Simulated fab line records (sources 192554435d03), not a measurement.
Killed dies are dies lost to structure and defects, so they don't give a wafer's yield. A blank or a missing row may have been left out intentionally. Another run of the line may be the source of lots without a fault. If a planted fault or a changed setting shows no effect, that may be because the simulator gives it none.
Chamber matching || flow n5_finfet || 4 sister chambers for N5_BEOL_M12_ETCH_38 on rie_diel-06
The step etches SiCN in CF4/N2, target depth 68.7 nm, time 73.4 s. 8 wafers are shown with their chamber, then 9 later ones without.

## WAFERS WITH THEIR CHAMBER
{"wafer": "L075.6", "chamber": 3, "showerhead_plenum_p_Torr (Torr)": 2.12, "throttle_valve_pct (%)": 15.66}
{"wafer": "L083.2", "chamber": 0, "showerhead_plenum_p_Torr (Torr)": 2.26, "throttle_valve_pct (%)": 15.92}
{"wafer": "L083.6", "chamber": 3, "showerhead_plenum_p_Torr (Torr)": 2.11, "throttle_valve_pct (%)": 15.69}
{"wafer": "L084.2", "chamber": 2, "showerhead_plenum_p_Torr (Torr)": 2.27, "throttle_valve_pct (%)": 15.72}
{"wafer": "L084.6", "chamber": 0, "showerhead_plenum_p_Torr (Torr)": 2.26, "throttle_valve_pct (%)": 15.93}
{"wafer": "L088.2", "chamber": 1, "showerhead_plenum_p_Torr (Torr)": 2.16, "throttle_valve_pct (%)": 15.32}
{"wafer": "L088.3", "chamber": 2, "showerhead_plenum_p_Torr (Torr)": 2.27, "throttle_valve_pct (%)": 15.74}
{"wafer": "L088.4", "chamber": 1, "showerhead_plenum_p_Torr (Torr)": 2.16, "throttle_valve_pct (%)": 15.33}

## WAFERS MISSING THEIR CHAMBER
{"wafer": "L091.2", "showerhead_plenum_p_Torr (Torr)": 2.11, "throttle_valve_pct (%)": 15.73}
{"wafer": "L091.5", "showerhead_plenum_p_Torr (Torr)": 2.26, "throttle_valve_pct (%)": 15.75}
{"wafer": "L091.6", "showerhead_plenum_p_Torr (Torr)": 2.11, "throttle_valve_pct (%)": 15.73}
{"wafer": "L095.2", "showerhead_plenum_p_Torr (Torr)": 2.16, "throttle_valve_pct (%)": 15.39}
{"wafer": "L095.5", "showerhead_plenum_p_Torr (Torr)": 2.10, "throttle_valve_pct (%)": 15.75}
{"wafer": "L095.6", "showerhead_plenum_p_Torr (Torr)": 2.16, "throttle_valve_pct (%)": 15.39}
{"wafer": "L094.3", "showerhead_plenum_p_Torr (Torr)": 2.10, "throttle_valve_pct (%)": 15.76}
{"wafer": "L094.5", "showerhead_plenum_p_Torr (Torr)": 2.10, "throttle_valve_pct (%)": 15.78}
{"wafer": "L094.6", "showerhead_plenum_p_Torr (Torr)": 2.25, "throttle_valve_pct (%)": 15.39}

## THE CHAMBER EACH PASSED THROUGH
{"wafer": "L091.2", "from the rows above": 3, "in truth": 3}
{"wafer": "L091.5", "from the rows above": 2, "in truth": 2}
{"wafer": "L091.6", "from the rows above": 3, "in truth": 3}
{"wafer": "L095.2", "from the rows above": 1, "in truth": 1}
{"wafer": "L095.5", "from the rows above": 3, "in truth": 3}
{"wafer": "L095.6", "from the rows above": 1, "in truth": 1}
{"wafer": "L094.3", "from the rows above": 3, "in truth": 3}
{"wafer": "L094.5", "from the rows above": 3, "in truth": 3}
{"wafer": "L094.6", "from the rows above": "can't be placed: 2 or 1", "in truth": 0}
Correctly placed: 8 of 9. These rows do not allow placing 1 (true chamber among the candidates in 0). Placed wrongly: 0.
How it was worked out, from the rows above alone: a wafer's distance from a chamber is the root of the sum, over the readings, of the square of ((its reading less the chamber's mean) divided by the reading's scatter). If the next closest chamber is less than 2 further off than the closest, the wafer can't be placed; otherwise it belongs to the closest. A chamber's mean is the mean of its shown wafers. The scatter is the square root of a quotient: the sum, over the shown wafers, of each reading's squared deviation from its chamber's mean, divided by wafers minus chambers.
